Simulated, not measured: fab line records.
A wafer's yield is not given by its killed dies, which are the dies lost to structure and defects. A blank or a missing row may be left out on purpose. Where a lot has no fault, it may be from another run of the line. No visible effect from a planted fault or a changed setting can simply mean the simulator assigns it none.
fab line records | flow nand-harc
[record] lots = 6 wafers = 18 last-day = 25
route steps=1159 shown A_STAIRCASE@648
lots with no fault: from the same line, run without faults
start-h: start of the lot's first displayed wafer, in hours after the record's first day | wait-h: hours elapsed since this lot's preceding step | " the same as in the row above | L1.1+2: a single row standing in for several wafers | - no value, or no start given | * or withheld: withheld | < > ~ a bound
route shown NAME@n: names a module that has steps shown in the file, with the first one's number in the route | usual: the fault-free wafers' mean and standard deviation | same: alike in all rows | chamber/n: place in a boat | sites: the reading at each site | _std_site: standard deviation across them | _edge_site: the outer-site mean with the inner-site mean subtracted | radius-mm: for every site, how far away it sits from the centre of the wafer | mask NAME#n: copy n | behind: the most recent tool/chamber to have shaped the wafer | hold: cause of the lot's hold/its duration in hours/its outcome | device: the n, p or np transistor that did not switch | end of line: the tests these same wafers got at the end of their route | for a step that has no rows: nothing shown but its recipe | killed: count of dies lost to structure and defects at first sort (not the wafer's yield) | map: per-die view of a wafer (x killed, . not killed, _ where there is no die)
set.NAME: the setting the step ran with; set.NAME@STEP: the setting that earlier step ran with | model.NAME: the simulator's own value behind a step, which no gauge read
a table for each step, a row for each wafer; lots at some steps of the route
services: when a tool's chamber went out of use (start-h, in hours from the record's first day, below 0 if earlier), for how many hours, and the reason
[[steps]]
[step NHARC_A_STAIRCASE_STRIP_254]
[recipe] power-w = 1500 temp-c = 250 chemistry = O2
[step NHARC_A_STAIRCASE_STRIP_255]
[recipe] time-s = 900 temp-c = 130 chemistry = SPM
[step NHARC_A_STAIRCASE_PRECLEAN_256]
[recipe] time-s = * temp-c = 50 bath-age-min = 0 chemistry = SC1
[step NHARC_A_STAIRCASE_SRD_257]
[step NHARC_A_STAIRCASE_HM_DEP_456]
[recipe] target-thk-a = 15000 temp-c = 400 material = aC
[step NHARC_A_STAIRCASE_DEP_259]
[recipe] target-thk-a = 300 target-thk-nm = 30 temp-c = 400 pressure-torr = 3.5 flow-sccm = 200 rf-w = 350 material = SiON
[step NHARC_A_STAIRCASE_DEHYDRATE_281]
[recipe] temp-c = 150 time-s = 120
[step NHARC_A_STAIRCASE_HMDS_282]
[recipe] time-s = 30
[step NHARC_A_STAIRCASE_COAT_283]
[recipe] spin-rpm = 1200
[step NHARC_A_STAIRCASE_SOFTBAKE_284]
[recipe] temp-c = 135 time-s = 170
[step NHARC_A_STAIRCASE_EBR_285]
[step NHARC_A_STAIRCASE_EXPOSE_286]
[recipe] na = 0.5 dose-mj = 25.01 mask-id = CHOP_100
[step NHARC_A_STAIRCASE_PEB_287]
[recipe] peb-temp-c = 115 peb-time-s = 130
[usual] chill-plate-temp-C = 22.99/0.08 exhaust-pa = 45.1/1 heater-power-total-W = 123.86/0.18
// columns lot.wafer tool chamber start-h wait-h chill-plate-temp-C exhaust-pa heater-power-total-W
L466.1 litho-track-05 0 282.44 0.1 22.87 44.5 124.12
L466.2 " 0 " " 22.97 46.0 123.84
L466.3 " 0 " " 22.89 46.4 123.97
L468.1 litho-track-07 0 300.04 0.1 23.14 47.7 123.36
L468.4 " 0 " " 23.10 46.7 123.67
L468.6 " 0 " " 22.87 46.4 124.01
L471.3 litho-track-07 - 333.95 0.1 - - -
L471.5 " - " " - - -
L471.6 " - " " - - -
L472.1 litho-track-05 - 334.10 0.1 - - -
L472.3 " - " " - - -
L472.6 " - " " - - -
L476.1 litho-track-02 0 356.14 0.1 22.95 43.2 123.84
L476.5 " 0 " " 23.06 43.7 124.01
L476.6 " 0 " " 22.97 44.3 123.74
L481.2 litho-track-02 0 393.67 0.1 23.08 44.8 124.02
L481.4 " 0 " " 22.92 47.0 124.05
L481.6 " 0 " " 23.02 47.2 123.93
[step NHARC_A_STAIRCASE_DEVELOP_288]
[recipe] time-s = 140
[step NHARC_A_STAIRCASE_HARDBAKE_290]
[recipe] temp-c = 120 time-s = 140
[step NHARC_A_STAIRCASE_DESCUM_291]
[recipe] time-s = 3 o2-flow-sccm = 200 ar-flow-sccm = 0 bias-power-w = 0 chemistry = O2
[step NHARC_A_STAIRCASE_ETCH_292]
[recipe] cf4-flow-sccm = 100 chf3-flow-sccm = 30 ar-flow-sccm = 0 rf-w = 500 bias-w = 200 chemistry = CF4/CHF3
[usual] drypump-motor-current-A = 5.5/0.41 oes-product-au = 0.953/0.022 rf-fwd-power-W = 497.0/1.6 rf-vpp-V = 369.8/2 showerhead-plenum-p-Torr = 1.55/0.055 throttle-valve-pct = 16.803/0.0096
// columns lot.wafer tool chamber start-h wait-h drypump-motor-current-A oes-product-au rf-fwd-power-W rf-hours-counter-h rf-vpp-V showerhead-plenum-p-Torr throttle-valve-pct
L466.1 rie-diel-04 2 282.84 0.1 5.8 0.939 497.7 60 371.6 1.56 16.795
L466.3 " 3 " " 5.2 0.962 500.9 54 368.4 1.51 16.795
L466.2 " 0 " " 5.6 0.952 499.4 56 369.7 1.57 16.792
L468.4 rie-diel-04 2 300.45 0.1 5.8 0.975 494.0 1 370.1 1.56 16.795
L468.1 " 0 " " 5.6 0.982 497.4 0 369.6 1.57 16.799
L468.6 " 2 " " 5.8 0.966 498.0 - 369.8 1.56 16.791
L471.3 rie-diel-04 1 334.51 0.1 4.9 0.931 496.4 15 371.3 1.57 16.810
L471.6 " 3 " " 5.2 0.912 496.3 - 366.1 1.50 16.806
L471.5 " 0 " " 5.6 0.919 497.1 - 370.6 1.57 16.798
L472.1 rie-diel-04 0 334.70 0.2 5.6 0.933 496.7 16 371.2 1.57 16.804
L472.3 " 2 " " 5.8 0.944 498.7 16 370.9 1.55 16.802
L472.6 " 3 " " 5.2 0.922 497.3 - 367.6 1.50 16.794
L476.1 rie-diel-01 2 356.53 0.1 6.2 0.934 498.3 12 368.3 1.52 16.797
L476.6 " 2 " " 6.2 0.941 497.9 - 368.4 1.52 16.802
L476.5 " 3 " " 5.4 0.924 497.8 - 371.2 1.59 16.813
L481.4 rie-diel-04 3 394.12 0.1 5.3 0.940 498.4 37 368.5 1.50 16.809
L481.2 " 0 " " 5.6 0.940 498.7 42 371.3 1.56 16.816
L481.6 " 0 " " 5.6 0.953 498.2 - 370.6 1.56 16.811
[step NHARC_A_STAIRCASE_HM_OPEN_460]
[recipe] o2-flow-sccm = 400 cos-flow-sccm = 20 ar-flow-sccm = 0 rf-w = 500 bias-w = 300 chemistry = O2/COS
[usual] drypump-motor-current-A = 5.5/0.42 oes-product-au = 1.004/0.0099 rf-fwd-power-W = 499.1/1.6 rf-vpp-V = 466.4/2.6 showerhead-plenum-p-Torr = 3.08/0.11 throttle-valve-pct = 28.331/0.008
// columns lot.wafer tool chamber start-h wait-h drypump-motor-current-A oes-product-au rf-fwd-power-W rf-hours-counter-h rf-vpp-V showerhead-plenum-p-Torr throttle-valve-pct
L466.1 rie-diel-04 1 - - 5.0 1.005 498.7 59 467.6 3.13 28.340
L466.2 " 2 " " 5.9 1.022 497.4 60 467.4 3.09 28.334
L466.3 " 0 " " 5.6 0.990 500.6 56 466.9 3.12 28.338
L468.1 rie-diel-04 2 - - 5.8 1.005 499.3 1 467.3 3.09 28.330
L468.4 " 1 " " 5.0 1.011 499.5 1 467.4 3.12 28.319
L468.6 " 3 " " 5.2 0.992 500.4 - 464.6 2.99 28.327
L471.3 rie-diel-04 1 - - 4.9 1.014 499.5 15 468.3 3.12 28.341
L471.5 " 0 " " 5.6 0.993 500.6 - 466.5 3.11 28.329
L471.6 " 1 " " 4.9 1.010 497.0 - 466.5 3.12 28.320
L472.1 rie-diel-04 2 - - 5.9 1.002 497.0 16 466.2 3.08 28.334
L472.3 " 3 " " 5.3 0.992 496.9 15 464.5 2.98 28.329
L472.6 " 1 " " 4.9 1.007 499.5 - 467.3 3.12 28.335
L476.1 rie-diel-01 3 - - 5.4 0.989 501.5 12 468.8 3.15 28.334
L476.6 " 0 " " 5.9 0.996 500.4 - 462.5 2.91 28.324
L476.5 " 1 " " 4.8 0.997 500.0 - 472.2 3.37 28.320
L481.2 rie-diel-04 2 - - 5.8 1.018 495.6 42 466.6 3.07 28.337
L481.4 " 3 " " 5.3 1.004 500.5 37 462.9 2.97 28.340
L481.6 " 2 " " 5.9 1.026 497.6 - 465.1 3.07 28.331
[step NHARC_A_STAIRCASE_STRIP_461]
[recipe] o2-flow-sccm = 400 cos-flow-sccm = 20 ar-flow-sccm = 0 bias-w = 0 chemistry = O2/COS
[step NHARC_A_STAIRCASE_ETCH_452]
[recipe] target-depth-a = 300 overetch-a = 30 time-s = 16.5 ion-energy-ev = 100 cf4-flow-sccm = 80 o2-flow-sccm = 20 ar-flow-sccm = 0 rf-w = 300 bias-w = 100 chemistry = CF4/O2
[usual] drypump-motor-current-A = 5.5/0.41 oes_ar_750_au = 1.000/0.0048 oes-product-au = 1.003/0.0092 rf-fwd-power-W = 293.9/1.2 rf-vpp-V = 197.3/1.2 showerhead-plenum-p-Torr = 1.31/0.046 throttle-valve-pct = 13.398/0.009
// columns lot.wafer tool chamber start-h wait-h drypump-motor-current-A oes_ar_750_au oes-product-au rf-fwd-power-W rf-hours-counter-h rf-vpp-V showerhead-plenum-p-Torr throttle-valve-pct
L466.3 rie-diel-04 2 - - 5.9 0.998 1.007 291.9 60 198.0 1.32 13.395
L466.2 " 3 " " 5.2 1.003 1.004 294.7 55 195.9 1.28 13.398
L466.1 " 0 " " 5.6 1.003 0.988 295.0 56 197.9 1.33 13.387
L468.4 rie-diel-04 0 - - 5.6 0.993 0.997 295.3 0 198.4 1.33 13.384
L468.1 " 1 " " 4.9 1.005 1.010 295.7 1 198.7 1.34 13.398
L468.6 " 3 " " 5.3 1.007 0.988 295.3 - 197.2 1.27 13.402
L471.3 rie-diel-04 2 - - 5.8 0.998 1.011 294.3 16 198.4 1.32 13.393
L471.5 " 2 " " 5.8 0.993 1.016 293.8 - 197.1 1.32 13.409
L471.6 " 3 " " 5.2 1.001 0.994 294.6 - 196.8 1.27 13.399
L472.1 rie-diel-04 0 - - 5.6 1.005 1.003 294.7 17 198.6 1.33 13.389
L472.3 " 1 " " 4.9 1.008 1.006 293.9 16 197.4 1.33 13.408
L472.6 " 0 " " 5.6 1.006 1.001 295.0 - 198.8 1.33 13.399
L476.1 rie-diel-01 3 - - 5.4 0.996 1.001 293.0 12 199.9 1.35 13.399
L476.6 " 0 " " 5.9 0.995 0.997 292.5 - 196.6 1.24 13.402
L476.5 " 1 " " 4.8 1.004 0.999 293.9 - 199.5 1.44 13.408
L481.4 rie-diel-04 1 - - 4.9 1.001 1.006 294.8 39 197.2 1.33 13.397
L481.2 " 2 " " 5.9 0.996 1.011 293.9 42 198.1 1.31 13.400
L481.6 " 3 " " 5.3 1.003 0.995 296.0 - 197.4 1.27 13.389
[step NHARC_A_STAIRCASE_ETCH_294]
[recipe] target-depth-a = 49920 time-s = 1212.4 ion-energy-ev = 800 c4f8-flow-sccm = 80 o2-flow-sccm = 60 ar-flow-sccm = withheld rf-w = 600 bias-w = 3000 chemistry = C4F8/O2/Ar
[step NHARC_A_STAIRCASE_STRIP_295]
[recipe] o2-flow-sccm = 500 ar-flow-sccm = 0 bias-w = 0 chemistry = O2
[step NHARC_A_STAIRCASE_STRIP_296]
[recipe] time-s = 900 temp-c = 130 chemistry = SPM
[step NHARC_A_STAIRCASE_PRECLEAN_297]
[recipe] time-s = * temp-c = 50 bath-age-min = 0 chemistry = SC1
[step NHARC_A_STAIRCASE_SRD_298]
[step NHARC_A_STAIRCASE_HM_DEP_462]
[recipe] target-thk-a = 8000 temp-c = 400 material = aC
[usual] throttle-valve-pct = 35.002/0.008
// columns lot.wafer tool chamber start-h wait-h throttle-valve-pct
L466.1 acl-dep-02 0 285.06 0.1 35.006
L466.2 " 0 " " 35.013
L466.3 " 0 " " 35.000
L468.1 acl-dep-03 0 304.92 2.4 35.005
L468.4 " 0 " " 35.010
L468.6 " 0 " " 35.004
L471.3 acl-dep-03 0 338.32 0.9 34.997
L471.5 " 0 " " 34.998
L471.6 " 0 " " 35.004
L472.1 acl-dep-01 0 338.67 0.9 35.007
L472.3 " 0 " " 35.019
L472.6 " 0 " " 35.007
L476.1 acl-dep-03 0 361.12 2.5 35.021
L476.5 " 0 362.35 3.7 34.990
L476.6 " 0 " " 35.006
L481.2 acl-dep-02 0 397.15 0.4 35.010
L481.4 " 0 " " 35.001
L481.6 " 0 " " 34.995
[step NHARC_A_STAIRCASE_DEP_301]
[recipe] target-thk-a = 300 target-thk-nm = 30 temp-c = 400 pressure-torr = 3.5 flow-sccm = 200 rf-w = 350 material = SiON
[usual] heater-power-w = 663/63 rf-fwd-power-W = 348.3/1.1 showerhead-vpp-V = 1149/61
// columns lot.wafer tool chamber start-h wait-h heater-power-w rf-fwd-power-W showerhead-vpp-V
L466.1 pecvd-02 1 287.09 1.7 748 350.4 1140
L466.3 " 2 " " 618 348.3 1143
L466.2 " 0 " " 730 348.4 1240
L468.1 pecvd-03 0 306.80 1.6 614 349.2 1174
L468.4 " 0 " " 615 348.4 1141
L468.6 " 0 " " 612 348.3 1153
L471.3 pecvd-03 0 339.64 1.0 662 349.8 1187
L471.5 " 1 " " 646 349.2 1060
L471.6 " 2 " " 617 348.0 1229
L472.3 pecvd-01 2 340.57 1.0 618 346.4 1053
L472.1 " 0 " " 713 346.7 1140
L472.6 " 2 " " 641 348.9 1055
L476.1 pecvd-03 0 362.98 1.6 572 348.5 1169
L476.6 " 0 " " 565 349.4 1157
L476.5 " 2 " " 603 348.3 1228
L481.2 pecvd-02 0 398.77 1.3 696 346.9 1234
L481.4 " 1 " " 683 349.8 1192
L481.6 " 0 " " 685 347.2 1207
[step NHARC_A_STAIRCASE_DEHYDRATE_302]
[recipe] temp-c = 150 time-s = 120
[step NHARC_A_STAIRCASE_HMDS_303]
[recipe] time-s = 30
[step NHARC_A_STAIRCASE_COAT_304]
[recipe] spin-rpm = 1200
[step NHARC_A_STAIRCASE_SOFTBAKE_305]
[recipe] temp-c = 135 time-s = 170
[step NHARC_A_STAIRCASE_EBR_306]
[step NHARC_A_STAIRCASE_EXPOSE_307]
[recipe] na = 0.5 dose-mj = 45.72 mask-id = CHOP_50
[step NHARC_A_STAIRCASE_PEB_308]
[recipe] peb-temp-c = 115 peb-time-s = 130
[step NHARC_A_STAIRCASE_DEVELOP_309]
[recipe] time-s = 140
[step NHARC_A_STAIRCASE_HARDBAKE_311]
[recipe] temp-c = 120 time-s = 140
[step NHARC_A_STAIRCASE_DESCUM_312]
[recipe] time-s = 3 o2-flow-sccm = 200 ar-flow-sccm = 0 bias-power-w = 0 chemistry = O2
[step NHARC_A_STAIRCASE_ETCH_313]
[recipe] cf4-flow-sccm = 100 chf3-flow-sccm = 30 ar-flow-sccm = 0 rf-w = 500 bias-w = 200 chemistry = CF4/CHF3
[step NHARC_A_STAIRCASE_HM_OPEN_463]
[recipe] o2-flow-sccm = 400 cos-flow-sccm = 20 ar-flow-sccm = 0 rf-w = 500 bias-w = 300 chemistry = O2/COS
[[services]]
// columns tool chamber start-h hours kind
rie-diel-04 0 268.18 - clean
rie-diel-04 1 268.18 - clean
rie-diel-04 2 268.18 - clean
rie-diel-04 3 268.18 - clean
pecvd-02 2 268.68 5.3 repair
rie-diel-04 - 288.94 9.0 pm
rie-diel-04 0 288.94 9.0 vent-cycle
rie-diel-04 1 288.94 9.0 vent-cycle
rie-diel-04 2 288.94 9.0 vent-cycle
rie-diel-04 3 288.94 9.0 vent-cycle
acl-dep-01 - 290.17 0.2 repair
pecvd-03 - 292.33 13.0 pm
acl-dep-01 - 293.24 13.0 pm
rie-diel-04 0 297.94 - clean
rie-diel-04 3 308.63 6.8 repair
rie-diel-01 - 315.80 9.0 pm
pecvd-03 2 328.95 7.5 repair
pecvd-02 - 334.19 13.0 pm
litho-track-02 - 340.00 7.0 pm
acl-dep-02 - 350.55 13.0 pm
rie-diel-04 3 359.07 13.1 repair
litho-track-07 - 364.00 7.0 pm
pecvd-02 - 380.66 0.7 repair
rie-diel-01 3 381.01 14.8 repair
[[key]]
[first-sign] step = NHARC_A_STAIRCASE_PEB_287 reading = tool-record direction = missing
effect none on later readings
met-at NHARC_A_STAIRCASE_PEB_287
struck-wafers L471.3,L471.5,L471.6,L472.1,L472.3,L472.6
scrapped-behind NHARC_A_SGD_CUT_INSPECT_11 L471.3,L471.5,L471.6,L472.1,L472.3,L472.6
onset-between 300.04 333.95
[fault] kind = skipped-step-whole tool = litho-track-05,litho-track-07 chamber = - onset-h = 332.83 steps = NHARC_A_STAIRCASE_PEB_287 scope = struck-lots-only
